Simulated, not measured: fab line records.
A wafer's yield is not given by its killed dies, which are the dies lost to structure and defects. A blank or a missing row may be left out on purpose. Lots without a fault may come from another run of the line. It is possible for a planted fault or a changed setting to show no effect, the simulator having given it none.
One fault seen from 3 desks ; flow n5 finfet ; each desk holds nothing but its own numbers, with what lay behind them at the end

== DESK OF THE TOOL OWNER: rie diel-03 ==
The tool's own readings at N5_BEOL_M3_ETCH_74 (etches underlayer in N2/H2, target depth 6.5 nm, time 5.2 s): means of the sampled wafers that have a number, for each lot that ran on this tool. The brackets show how far a lot's mean lies from the usual mean; more than 4 standard deviations puts the lot out of limits, marked OUT.
Columns: A = drypump motor current A at N5_BEOL_M3_ETCH_74, usual 5.8 A; B = etch rf on time s at N5_BEOL_M3_ETCH_74, usual 5.25 s; C = n2 flow sccm at N5_BEOL_M3_ETCH_74, usual 200.0 sccm; D = oes product au at N5_BEOL_M3_ETCH_74, usual 0.69 a.u.; E = rf vpp V at N5_BEOL_M3_ETCH_74, usual 523.8 V; F = showerhead plenum p Torr at N5_BEOL_M3_ETCH_74, usual 2.53 Torr; G = throttle valve pct at N5_BEOL_M3_ETCH_74, usual 17.72 %
lot;first seen here;A;B;C;D;E;F;G
L192;day 8 18:07;6.2;5.19;199.7;0.68;523.8;2.56;17.82
L199;day 10 12:34;6.1;5.20;199.6;0.70;525.4;2.61;17.81
L208;day 12 23:14;6.4;5.27;200.2;0.67;524.7;2.59;17.87
L209;day 12 23:31;6.4;5.19;200.3;0.67;525.5;2.59;17.88
Finding of this desk: none of the 4 lots has anything out of limits.

== THE DEFECT DESK ==
Counts from the inspections along the route, per lot, as means over the sampled wafers that have a number. The brackets show how far a lot's mean lies from the usual mean; more than 4 standard deviations puts the lot out of limits, marked OUT.
Columns: A = raw defect count at N5_BEOL_M3_INSPECT_30, usual 415
lot;first seen here;A
L192;day 8 19:13;339
L199;day 10 13:31;460
L208;day 13 00:11;1679 (+13) OUT
L209;day 13 00:31;1640 (+13) OUT
Finding of this desk: L208, L209 out of limits; the first was L208 at day 13 00:11, on raw defect count at N5_BEOL_M3_INSPECT_30. Within limits: L192, L199.

== METROLOGY DESK ==
Lot by lot, what the gauges showed, no matter which tool ran the lot: averages of those sampled wafers that carry a number. The brackets show how far a lot's mean lies from the usual mean; more than 4 standard deviations puts the lot out of limits, marked OUT. 7 of its 10 readings are shown, namely those furthest out on some lot.
Columns: A = DIBL_N at N5_BEOL_M4_RC_MEAS_101, usual 37.2 mV/V; B = DIBL_P at N5_BEOL_M4_RC_MEAS_101, usual 38 mV/V; C = IOFF_P at N5_BEOL_M4_RC_MEAS_101, usual 0.24 nA/um; D = ION_P at N5_BEOL_M4_RC_MEAS_101, usual 461 uA/um; E = SS_N at N5_BEOL_M4_RC_MEAS_101, usual 71.8 mV/dec; F = VT_N at N5_BEOL_M4_RC_MEAS_101, usual 250 mV; G = VT_P at N5_BEOL_M4_RC_MEAS_101, usual -249 mV
lot;first seen here;A;B;C;D;E;F;G
L192;day 9 22:13;33.2;33;0.16;453;70.6;255;-255
L199;day 11 13:45;36.0;38;0.24;461;72.2;246;-247
L209;day 14 02:05;33.8;34;0.17;450;70.8;256;-254
L208;day 14 03:24;38.9;38;0.26;462;72.3;252;-247
Finding of this desk: none of the 4 lots has anything out of limits.

== ALL TOGETHER ==
The defect desk could have raised an alarm at day 13 00:11, on L208, L209.
Nothing out of limits was seen by the tool owner's desk.
Nothing out of limits was seen by the metrology desk.
Tool owner's desk: L208, L209 on record, inside its limits.
The metrology desk holds a record of L208, L209, inside its limits.
Of the lots named, all ran N5_BEOL_M3_ETCH_74 on rie diel-03.

== WHAT THE SIMULATOR HAD PUT IN ==
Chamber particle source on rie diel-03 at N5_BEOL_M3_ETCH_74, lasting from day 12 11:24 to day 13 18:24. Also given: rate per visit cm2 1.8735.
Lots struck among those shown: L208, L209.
Hours from the fault's start to each desk's first reading out of limits: the defect desk, 13.
